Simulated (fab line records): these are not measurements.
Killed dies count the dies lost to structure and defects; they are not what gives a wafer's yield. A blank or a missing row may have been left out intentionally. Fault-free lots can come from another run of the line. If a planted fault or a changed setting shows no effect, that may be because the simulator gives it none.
A lot that was struck, set against a sound lot | flow n5Finfet | 44 steps out of a route of 1938
Sound: wafers L844.1, L844.2, L844.4. Struck: wafer L858.1. (L858.6 of the same lot was not struck and is left out.) The cause comes at the end.
Per side, at each step with rows, come the tool, then ch with its chambers, and then its first start. Under that, the readings that differ: sound wafers | struck wafers | difference of the means | sigmas: that difference in standard deviations of wafers without a fault.
alike: readings whose means differ by less than 2 such deviations, and words and numbers that are the same on both sides. not compared: withheld readings, readings that some wafer has no value for, bounds like >300 that may hide the same value, and numbers for which the record gives no deviation and whose values overlap.
Wherever a step has rows on one side only, a row that says differs or no value, or a row with sigmas, the two part there. Numbers that don't overlap but have no deviation are shown without sigmas and don't part them. Lack of a reading on every wafer of one side parts them only where that side has two or more wafers.

first, 7 steps without rows for these wafers: N5_BEOL_M8_COAT_60 (time 60 s, resist thk 35 nm); N5_BEOL_M8_COAT_05 (resist thk 90 nm); N5_BEOL_M8_EBR_07; N5_BEOL_M8_SOFTBAKE_06 (time 60 s); N5_BEOL_M8_EXPOSE_08 (exposes mask M8); N5_BEOL_M8_PEB_09 (peb time 60 s); N5_BEOL_M8_DEVELOP_10 (develop time 30 s).
N5_BEOL_M8_CD_MEAS_11: the cd target is 38.5 nm.
  sound on cdSem-02 ch 0, day 10 17:46; struck on cdSem-02 ch 0, day 14 08:16
  alike: cdNm
N5_BEOL_M8_OVL_MEAS_12:
  sound on overlay-02 ch 0, day 10 17:48; struck on overlay-01 ch 0, day 14 08:19
  alike: M8_OVL
N5_BEOL_M8_INSPECT_13: inspects for defects (brightfield).
  sound: defectInspect-02 at day 10 17:49; struck: defectInspect-01 at day 14 08:20
  alike: rawDefectCount
N5_BEOL_M8_DESCUM_16: chemistry O2, time 7.9 s.
  sound on rieDiel-04 ch 1,2,3, day 10 18:08; struck on rieDiel-05 ch 3, day 14 09:26
  alike: drypumpMotorCurrentA, oesProductAu, rfVppV, showerheadPlenumPTorr, throttleValvePct
  not compared: rfHoursCounterH
then, 1 step without rows for these wafers: N5_BEOL_M8_ETCH_61 (etches SiARC in CF4, target depth 45.5 nm, time 75.8 s).
N5_BEOL_M8_ETCH_62: etches SOC in N2/H2, target depth 110 nm, overetch 22 nm, time 165 s.
  sound on rieDiel-04 ch 1,2,3, day 10 18:13; struck on rieDiel-05 ch 3, day 14 09:32
reading                                   | sound          | struck | difference | sigmas
model.SiARC_of_BEOL_M8_COAT_60.thkNm (nm) | 28.2 28.6 28.4 | 26.6   | -1.8       | 
model.BEOL_M8.cdOffsetNm (nm)             | -0.2 -0.2 -0.6 | 1.8    | +2.1       | 
  alike: drypumpMotorCurrentA, oesProductAu, rfVppV, showerheadPlenumPTorr, throttleValvePct
  not compared: rfHoursCounterH
then, 1 step without rows for these wafers: N5_BEOL_M8_STRIP_68 (strips in N2/H2).
N5_BEOL_M8_STRIP_67: strips in CF4.
  sound on rieDiel-04 ch 1,2,3, day 10 18:22; struck on rieDiel-05 ch 3, day 14 09:41
  alike: drypumpMotorCurrentA, oesProductAu, rfVppV, showerheadPlenumPTorr, throttleValvePct
  not compared: rfHoursCounterH
N5_BEOL_M8_HM_OPEN_17: chemistry Cl2/BCl3, target TiN, target depth 20 nm, overetch 6 nm.
  sound on rieMetal-01 ch 0,1, day 10 18:25; struck on rieMetal-03 ch 0, day 14 09:43
reading                       | sound          | struck | difference | sigmas
drypumpMotorCurrentA (A)      | 4.9 6.1 4.9    | 6.4    | +1.1       | +3
oesProductAu (a.u.)           | 0.53 0.54 0.53 | 0.69   | +0.16      | +2
model.BEOL_M8.cdOffsetNm (nm) | -0.4 0 -0.8    | 1.6    | +2.0       | 
  alike: throttleValvePct
  not compared: rfHoursCounterH
N5_BEOL_M8_STRIP_19: strips in O2.
  sound on rieDiel-04 ch 1,2,3, day 10 18:34; struck on rieDiel-05 ch 0, day 14 09:51
  alike: drypumpMotorCurrentA, oesProductAu, rfVppV, showerheadPlenumPTorr, throttleValvePct
  not compared: rfHoursCounterH
N5_BEOL_M8_CD_MEAS_18: pitch 80 nm, target cd 40 nm.
  sound: cdSem-03 at day 10 18:39; struck: cdSem-01 at day 14 09:56
reading   | sound          | struck | difference | sigmas
cdNm (nm) | 39.7 40.0 39.3 | 41.6   | +1.9       | +4
then, 9 steps without rows for these wafers: N5_BEOL_M8_COAT_63 (time 60 s, resist thk 60 nm); N5_BEOL_M8_COAT_64 (time 60 s, resist thk 12 nm); N5_BEOL_M8_COAT_71 (time 60 s, resist thk 5 nm); N5_BEOL_M8_COAT_22 (resist thk 30 nm); N5_BEOL_M8_EBR_24; N5_BEOL_M8_SOFTBAKE_23 (time 60 s); N5_BEOL_M8_EXPOSE_25 (exposes mask V7, target cd 40 nm); N5_BEOL_M8_PEB_26 (peb time 60 s); N5_BEOL_M8_DEVELOP_27 (develop time 30 s).
N5_BEOL_M8_CD_MEAS_28: the cd target is 40 nm.
  sound on cdSem-02 ch 0, day 10 19:45; struck on cdSem-03 ch 0, day 14 10:22
  alike: cdNm
N5_BEOL_M8_OVL_MEAS_29:
  sound on overlay-01 ch 0, day 10 19:47; struck on overlay-01 ch 0, day 14 10:24
  alike: V7_OVL
N5_BEOL_M8_INSPECT_30: inspects for defects (brightfield).
  sound: defectInspect-02 at day 10 19:50; struck: defectInspect-02 at day 14 10:28
  alike: rawDefectCount
then, 6 steps without rows for these wafers: N5_BEOL_M8_DESCUM_33 (chemistry O2, time 7 s); N5_BEOL_M8_ETCH_72 (etches underlayer in N2/H2, target depth 6.5 nm, time 5.2 s); N5_BEOL_M8_ETCH_65 (etches SiARC in CF4, target depth 15.6 nm, time 26 s); N5_BEOL_M8_ETCH_66 (etches SOC in N2/H2, target depth 80 nm, overetch 16 nm, time 120 s); N5_BEOL_M8_STRIP_69 (strips in N2/H2); N5_BEOL_M8_STRIP_73 (strips in N2/H2).
N5_BEOL_M8_VIA_ETCH_34: etches SiCOH lowk in C4F6/O2, target depth 125.5 nm, time 50.5 s.
  sound on rieDiel-05 ch 1,2,3, day 10 20:03; struck on rieDiel-04 ch 2, day 14 10:46
reading             | sound   | struck | difference | sigmas
rfHoursCounterH (h) | 35 93 8 | 1      | -44        | 
  alike: drypumpMotorCurrentA, oesProductAu, rfVppV, showerheadPlenumPTorr, throttleValvePct
then, 3 steps without rows for these wafers: N5_BEOL_M8_STRIP_76 (strips in C4F6/O2); N5_BEOL_M8_STRIP_36 (strips in N2/H2); N5_BEOL_M8_TRENCH_ETCH_37 (etches SiCOH lowk in C4F6/O2, target depth 93.478 nm, time 31.2 s).
N5_BEOL_M8_ETCH_41: etches SiCN in CH3F/O2, target depth 31.9 nm, time 57.8 s.
  sound: rieDiel-05 ch 1,2,3; struck: rieDiel-04 ch 2
reading                      | sound          | struck | difference | sigmas
drypumpMotorCurrentA (A)     | 5.78 6.14 5.89 | 5.43   | -0.51      | -2
oesProductAu (a.u.)          | 0.88 0.81 0.93 | 1.00   | +0.13      | +2
rfHoursCounterH (h)          | 35 93 8        | 1      | -44        | 
showerheadPlenumPTorr (Torr) | 2.04 2.01 1.98 | 2.14   | +0.13      | +2
  alike: rfVppV, throttleValvePct
then, 1 step without rows for these wafers: N5_BEOL_M8_STRIP_80 (strips in N2/H2, time 10 s).
N5_BEOL_M8_CD_MEAS_35: the cd target is 40 nm.
  sound: cdSem-02 at day 10 20:27; struck: cdSem-01 at day 14 11:10
reading   | sound          | struck | difference | sigmas
cdNm (nm) | 39.6 39.9 39.5 | 41.7   | +2.0       | +4
N5_PASSIVATION_PROBE_49:
  the record has rows for the sound wafers here (prober-02, day 14 13:34) and none for the struck ones

== WHERE THEY PART ==
First at N5_BEOL_M8_HM_OPEN_17; last, within this record, at N5_PASSIVATION_PROBE_49.

WHY: what the simulator had put in
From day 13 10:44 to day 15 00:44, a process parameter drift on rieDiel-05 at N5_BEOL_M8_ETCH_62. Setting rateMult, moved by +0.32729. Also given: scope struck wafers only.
